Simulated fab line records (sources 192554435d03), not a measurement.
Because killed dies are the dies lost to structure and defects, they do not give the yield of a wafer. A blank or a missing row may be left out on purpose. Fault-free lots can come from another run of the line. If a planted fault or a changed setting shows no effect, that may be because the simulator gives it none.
Matching of chambers + flow n5 finfet + N5_BEOL_M9_ETCH_65 on rie diel-04: 4 sister chambers
The step etches SiARC in CF4, target depth 15.6 nm, time 26 s. 7 wafers are shown with their chamber, then 7 later ones without.

## WAFERS, EACH WITH ITS CHAMBER
| wafer  | chamber | drypump motor current A (A) | throttle valve pct (%) |
|--------|---------|-----------------------------|------------------------|
| L087.3 | 1       | 5.7                         | 15.35                  |
| L087.5 | 0       | 5.8                         | 15.44                  |
| L086.1 | 0       | 5.8                         | 15.44                  |
| L086.2 | 3       | 6.5                         | 15.78                  |
| L086.3 | 1       | 5.7                         | 15.33                  |
| L090.3 | 2       | 5.7                         | 15.41                  |
| L090.5 | 2       | 5.8                         | 15.42                  |

## WAFERS WHOSE CHAMBER IS MISSING
| wafer  | drypump motor current A (A) | throttle valve pct (%) |
|--------|-----------------------------|------------------------|
| L090.6 | 6.5                         | 15.80                  |
| L088.2 | 5.8                         | 15.41                  |
| L088.3 | 6.5                         | 15.78                  |
| L088.5 | 6.4                         | 15.78                  |
| L093.1 | 6.4                         | 15.81                  |
| L093.3 | 5.7                         | 15.39                  |
| L093.6 | 5.7                         | 15.36                  |

## THE CHAMBER EACH PASSED THROUGH
| wafer  | from the rows above     | in truth                   |
|--------|-------------------------|----------------------------|
| L090.6 | 3                       | 3                          |
| L088.2 | can't be placed: 2 or 0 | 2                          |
| L088.3 | 3                       | 3                          |
| L088.5 | 3                       | 3                          |
| L093.1 | 3                       | 3                          |
| L093.3 | 2                       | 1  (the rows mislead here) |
| L093.6 | 1                       | 1                          |
5 of 7 placed correctly. Not placeable from these rows: 1 (in 1, the candidates include the true chamber). 1 placed wrongly.
How it was worked out, from the rows above alone: a wafer's distance from a chamber is the root of the sum, over the readings, of the square of ((its reading less the chamber's mean) divided by the reading's scatter). The wafer belongs to the nearest chamber; if the next one is less than 2 further off, it can't be placed. A chamber's mean is the mean of its shown wafers. How the scatter is found: for the shown wafers, subtract from each reading the mean of its chamber, square and add these, divide the total by (wafers less chambers), then take the root.
